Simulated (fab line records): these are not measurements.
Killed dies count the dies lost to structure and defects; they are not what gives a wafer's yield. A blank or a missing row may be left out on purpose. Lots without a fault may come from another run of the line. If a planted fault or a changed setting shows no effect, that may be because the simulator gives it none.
Struck lot and sound lot, side by side	flow n5_finfet	18 steps out of a route of 1938
Sound: the wafers L739.1, L739.2, L739.6. Wafers L756.1, L756.3, L756.5 were the ones struck. The cause is named last.
For every step that has rows: the tool of each side, followed by ch and its chambers, followed by its first start. Under that, the readings that differ: sound wafers	struck wafers	difference of the means	sigmas: that difference in standard deviations of wafers without a fault.
alike: readings whose means differ by less than 2 such deviations, and words and numbers that are the same on both sides. not compared: withheld readings, readings that some wafer has no value for, bounds like >300 that may hide the same value, and numbers for which the record gives no deviation and whose values overlap.
The two part at a step that has a row with sigmas, a row that says differs or no value, or rows on one side only. Numbers that have no deviation but don't overlap get no sigmas and don't part them. A reading that every wafer of one side lacks parts them only if that side has two wafers or more.

N5_PASSIVATION_STRIP_14: strips in O2.
  sound on rie_diel-04 ch 0,1,3, day 12 04:59; struck on rie_diel-03 ch 0,1,3, day 16 18:26
  alike: drypump_motor_current_A, oes_product_au, rf_vpp_V, showerhead_plenum_p_Torr, throttle_valve_pct
  not compared: rf_hours_counter_h
N5_PASSIVATION_ETCH_15: etches SiCN in CF4/N2, target depth 75 nm, time 81.2 s.
  sound: rie_diel-04 ch 0,1,3; struck: rie_diel-03 ch 0,1,3
  alike: drypump_motor_current_A, oes_product_au, rf_vpp_V, showerhead_plenum_p_Torr, throttle_valve_pct
  not compared: rf_hours_counter_h
then, 3 steps without rows for these wafers: N5_PASSIVATION_STRIP_73 (strips in post etch residue remover, time 60 s); N5_PASSIVATION_SRD_17 (time 30 s, dry time 30 s); N5_PASSIVATION_DEGAS_18 (time 60 s).
N5_PASSIVATION_PRE_CLEAN_19:
  sound on pvd_sputter-03 at day 12 05:32; struck on pvd_sputter-01 at day 16 19:21
  alike: heater_power_w
  not compared: susceptor_temp_C
N5_PASSIVATION_SPUTTER_20: material TaN, target thk 50 nm.
  sound on pvd_sputter-03 at day 12 05:35; struck on pvd_sputter-01 at day 16 19:23
  alike: chamber_pressure_pa, susceptor_temp_C, throttle_valve_pct
N5_PASSIVATION_AL_DEP_21: deposits Al, target thk 2800 nm, time 170 s.
  sound on pvd_sputter-03 at day 12 05:41; struck on pvd_sputter-01 at day 16 19:29
  alike: chamber_pressure_pa, susceptor_temp_C, throttle_valve_pct
then, 4 steps without rows for these wafers: N5_PASSIVATION_HMDS_23 (time 60 s); N5_PASSIVATION_COAT_24; N5_PASSIVATION_EBR_26; N5_PASSIVATION_SOFTBAKE_25 (time 90 s).
N5_PASSIVATION_EXPOSE_27: exposes mask PAD, defocus 0 nm.
  sound on krf_scanner-02 ch 0, day 12 05:59; struck on krf_scanner-02 ch 0, day 16 19:47
reading	sound	struck	difference	sigmas
exposure_dose_mJ_cm2	32.232 32.305 32.265	33.484 33.493 33.525	+1.233	+44
focus_offset_nm (nm)	-0.4 0.8 0.9	-1.0 -0.3 -0.9	-1.2	-2
  alike: mask
then, 3 steps without rows for these wafers: N5_PASSIVATION_PEB_28; N5_PASSIVATION_DEVELOP_29 (develop time 60 s); N5_PASSIVATION_HARDBAKE_31 (time 120 s).
N5_PASSIVATION_CD_MEAS_30: target cd 4000 nm.
  sound on cd_sem-03 ch 0, day 12 06:09; struck on cd_sem-02 ch 0, day 16 19:58
reading	sound	struck	difference	sigmas
cd_nm (nm)	3998.1 4002.0 4000.8	4008.1 4007.7 4009.5	+8.1	+5
N5_PASSIVATION_OVL_MEAS_63:
  sound on overlay-02 ch 0, day 12 06:11; struck on overlay-02 ch 0, day 16 19:59
  alike: PAD_OVL

WHERE THEY PART
Earliest at N5_PASSIVATION_EXPOSE_27; latest, in this record, at N5_PASSIVATION_CD_MEAS_30. Later steps at which nothing parts them and some readings are alike: N5_PASSIVATION_OVL_MEAS_63.

WHY: the cause the simulator had injected
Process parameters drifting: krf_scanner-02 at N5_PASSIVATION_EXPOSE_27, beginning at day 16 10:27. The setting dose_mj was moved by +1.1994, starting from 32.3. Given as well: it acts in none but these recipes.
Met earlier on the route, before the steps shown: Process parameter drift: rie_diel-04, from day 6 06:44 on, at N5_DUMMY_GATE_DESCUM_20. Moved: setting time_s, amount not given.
